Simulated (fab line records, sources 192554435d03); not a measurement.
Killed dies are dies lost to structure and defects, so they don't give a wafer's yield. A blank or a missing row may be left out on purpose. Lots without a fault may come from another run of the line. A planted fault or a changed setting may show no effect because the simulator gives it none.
A struck lot beside a sound one | flow n5_finfet | 40 steps out of a route of 1938
Sound: wafers L238.1, L238.3, L238.6. Struck: wafer L232.2. (L232.3, L232.4 of the same lot were not struck and are left out.) The cause comes at the end.
At each step with rows: each side's tool, then ch and its chambers, then its first start. Under that, the readings that differ: sound wafers | struck wafers | difference of the means | sigmas: that difference in standard deviations of wafers without a fault.
alike: readings whose means differ by less than 2 such deviations, and words and numbers that are the same on both sides. not compared: withheld readings, readings that some wafer has no value for, bounds like >300 that may hide the same value, and numbers for which the record gives no deviation and whose values overlap.
The two part at a step that has a row with sigmas, a row that says differs or no value, or rows on one side only. Numbers that don't overlap but have no deviation are shown without sigmas and don't part them. A reading that every wafer of one side lacks parts them only if that side has two wafers or more.

first, 12 steps without rows for these wafers: N5_BEOL_M3_ANNEAL_87 (time 240 s); N5_BEOL_M3_SPUTTER_88 (material Cu, target thk 4.5 nm, time 8.29 s); N5_BEOL_M3_ANNEAL_89 (time 240 s); N5_BEOL_M3_SPUTTER_90 (material Cu, target thk 4.5 nm, time 8.29 s); N5_BEOL_M3_ANNEAL_91 (time 240 s); N5_BEOL_M3_SPUTTER_92 (material Cu, target thk 4.5 nm, time 8.29 s); N5_BEOL_M3_ANNEAL_93 (time 240 s); N5_BEOL_M3_SPUTTER_94 (material Cu, target thk 4.5 nm, time 8.29 s); N5_BEOL_M3_ANNEAL_95 (time 240 s); N5_BEOL_M3_SPUTTER_96 (material Cu, target thk 4.5 nm, time 8.29 s); N5_BEOL_M3_ECD_50 (material Cu, target thk 300 nm); N5_BEOL_M3_ANNEAL_51 (time 90 s).
N5_BEOL_M3_CMP_52: polishes, stops on SiOC, t overpolish 6.8 s, target thk 40 nm.
  sound on cmp-01 ch 0,1,2, day 11 19:47; struck on cmp-02 ch 1, day 9 22:37
  reading                      | sound             | struck | difference | sigmas
  barrier_field_endpoint_s (s) | 24.9 24.5 24.7    | 23.1   | -1.6       | -3
  slurry_filter_dp_kPa (kPa)   | 13.47 13.36 13.60 | 13.86  | +0.38      | +3
  alike: head_pressure_psi, motor_current_A, overpolish_run_s, time_to_endpoint_s
then, 4 steps without rows for these wafers: N5_BEOL_M3_PRE_CLEAN_60 (time 15 s); N5_BEOL_M3_CO_CAP_55 (material Co, precursor CCTBA/H2, target thk 2 nm, time 102.1 s); N5_BEOL_M3_PRE_CLEAN_56 (time 15 s); N5_BEOL_M3_DEP_57 (deposits SiCN from 3MS/NH3, target thk 8 nm, time 14 s).
N5_BEOL_M3_INSPECT_59: inspects for defects (darkfield).
  sound on defect_inspect-01, day 11 20:18; struck on defect_inspect-01, day 9 23:13
  reading          | sound     | struck | difference | sigmas
  raw_defect_count | 121 78 96 | 503    | +405       | +16
then, 12 steps without rows for these wafers: N5_BEOL_M4_ILD_DEP_00 (deposits SiOC from DEMS/O2, target thk 79 nm, time 15.3 s); N5_BEOL_M4_PECVD_72 (deposits SiO2 from TEOS/O2, target thk 16 nm, time 18 s); N5_BEOL_M4_HM_DEP_02 (deposits TiN, target thk 20 nm); N5_BEOL_M4_COAT_61 (time 60 s, resist thk 60 nm); N5_BEOL_M4_COAT_62 (time 60 s, resist thk 12 nm); N5_BEOL_M4_COAT_73 (time 60 s, resist thk 5 nm); N5_BEOL_M4_COAT_05 (resist thk 30 nm); N5_BEOL_M4_EBR_07; N5_BEOL_M4_SOFTBAKE_06 (time 60 s); N5_BEOL_M4_EXPOSE_08 (exposes mask M4); N5_BEOL_M4_PEB_09 (peb time 60 s); N5_BEOL_M4_DEVELOP_10 (develop time 30 s).
N5_BEOL_M4_INSPECT_13: inspects for defects (brightfield).
  sound on defect_inspect-01, day 11 21:34; struck on defect_inspect-02, day 10 00:12
  reading          | sound       | struck | difference | sigmas
  raw_defect_count | 561 570 440 | 866    | +342       | +3
then, 6 steps without rows for these wafers: N5_BEOL_M4_DESCUM_16 (chemistry O2, time 7 s); N5_BEOL_M4_ETCH_74 (etches underlayer in N2/H2, target depth 6.5 nm, time 5.2 s); N5_BEOL_M4_ETCH_63 (etches SiARC in CF4, target depth 15.6 nm, time 26 s); N5_BEOL_M4_ETCH_64 (etches SOC in N2/H2, target depth 75 nm, overetch 22.5 nm, time 121.9 s); N5_BEOL_M4_STRIP_65 (strips in N2/H2); N5_BEOL_M4_STRIP_75 (strips in N2/H2).
N5_BEOL_M4_INSPECT_30: inspects for defects (brightfield).
  sound on defect_inspect-01, day 11 22:33; struck on defect_inspect-01, day 10 01:13
  reading          | sound       | struck | difference | sigmas
  raw_defect_count | 545 578 465 | 927    | +398       | +4
N5_BEOL_M4_RC_MEAS_101:
  sound on prober-01 ch 0, day 12 04:16; struck on prober-02 ch 0, day 10 12:28
  alike: DIBL_N, DIBL_P, IOFF_N, IOFF_P, ION_N, ION_P, SS_N, SS_P, VT_N, VT_P
-- the record jumps here: 5 days lie between the struck wafers' starts before and after (it left off in module BEOL_M4 and takes up again in module PASSIVATION, whose first step shown is number 1936 of the route) --
N5_PASSIVATION_PROBE_49:
  the record has rows for the struck wafers here (prober-02, day 15 00:49) and none for the sound ones

WHERE THEY PART
First at N5_BEOL_M3_CMP_52; last, within this record, at N5_PASSIVATION_PROBE_49.

WHY: what the simulator had put in
Chamber particle source: cmp-02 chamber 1, from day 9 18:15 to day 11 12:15, at N5_BEOL_M3_CMP_52. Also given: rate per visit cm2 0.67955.
